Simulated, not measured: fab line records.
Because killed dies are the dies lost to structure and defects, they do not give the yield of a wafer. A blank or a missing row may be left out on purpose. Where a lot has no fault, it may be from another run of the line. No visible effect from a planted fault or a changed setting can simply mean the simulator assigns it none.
One fault through the eyes of 2 desks | flow n5Finfet | each desk has only its own numbers; what lay behind them comes last

## THE METROLOGY DESK
Means of the sampled wafers that have a number, per lot and without regard to the tool the lot ran on: this is what the gauges read. If a lot's mean is further than 4 standard deviations from the usual mean, the lot is out of limits and carries the mark OUT (the distance appears in the brackets). 7 of its 12 readings are shown, namely those furthest out on some lot.
Columns: A = trenchDepthNm at N5_BEOL_M1_OCD_MEAS_38, usual 55.3 nm; B = DIBL_P at N5_BEOL_M4_RC_MEAS_101, usual 36.3 mV/V; C = IOFF_P at N5_BEOL_M4_RC_MEAS_101, usual 0.21 nA/um; D = ION_N at N5_BEOL_M4_RC_MEAS_101, usual 671 uA/um; E = ION_P at N5_BEOL_M4_RC_MEAS_101, usual 460 uA/um; F = SS_P at N5_BEOL_M4_RC_MEAS_101, usual 73.3 mV/dec; G = VT_P at N5_BEOL_M4_RC_MEAS_101, usual -250 mV
lot  | first seen here | A    | B    | C    | D   | E   | F    | G
L136 | day 6 08:55     | 54.8 | 37.8 | 0.19 | 666 | 455 | 73.5 | -256
L140 | day 7 08:17     | 55.5 | 33.4 | 0.16 | 655 | 452 | 72.3 | -254
L143 | day 8 02:29     | 56.5 | 37.6 | 0.24 | 666 | 460 | 73.5 | -247
L148 | day 8 23:17     | 55.9 | 37.9 | 0.23 | 662 | 456 | 73.2 | -246
L152 | day 10 13:11    | 55.8 | 36.6 | 0.20 | 676 | 456 | 73.9 | -254
L157 | day 11 21:35    | 55.2 | 34.0 | 0.22 | 664 | 464 | 72.8 | -247
L158 | day 12 00:42    | 55.0 | 33.8 | 0.16 | 668 | 458 | 72.3 | -255
L159 | day 12 03:59    | 53.6 | 35.9 | 0.23 | 678 | 469 | 73.6 | -246
This desk's finding: nothing out of limits on any of the 8 lots.

## FOR THE TOOL OWNER'S DESK: pvdSputter-02
The tool's own readings at N5_BEOL_M1_HM_DEP_02 (deposits TiN, target thk 20 nm): means of the sampled wafers that have a number, for each lot that ran on this tool. If a lot's mean is further than 4 standard deviations from the usual mean, the lot is out of limits and carries the mark OUT (the distance appears in the brackets).
Columns: A = chamberPressurePa at N5_BEOL_M1_HM_DEP_02, usual 0.5000 Pa; B = throttleValvePct at N5_BEOL_M1_HM_DEP_02, usual 29.8 %
lot  | first seen here | A      | B
L136 | day 6 06:02     | 0.5009 | 30.1
L140 | day 7 03:58     | 0.5001 | 29.7
L143 | day 7 19:29     | 0.5005 | 30.4
L152 | day 10 06:58    | 0.4995 | 30.1
L158 | day 11 18:34    | 0.4989 | 29.4
This desk's finding: nothing out of limits on any of the 5 lots.

## ALL TOGETHER
Metrology desk: nothing out of limits seen.
The tool owner's desk saw nothing out of limits.

## WHAT HAD BEEN PUT IN BY THE SIMULATOR
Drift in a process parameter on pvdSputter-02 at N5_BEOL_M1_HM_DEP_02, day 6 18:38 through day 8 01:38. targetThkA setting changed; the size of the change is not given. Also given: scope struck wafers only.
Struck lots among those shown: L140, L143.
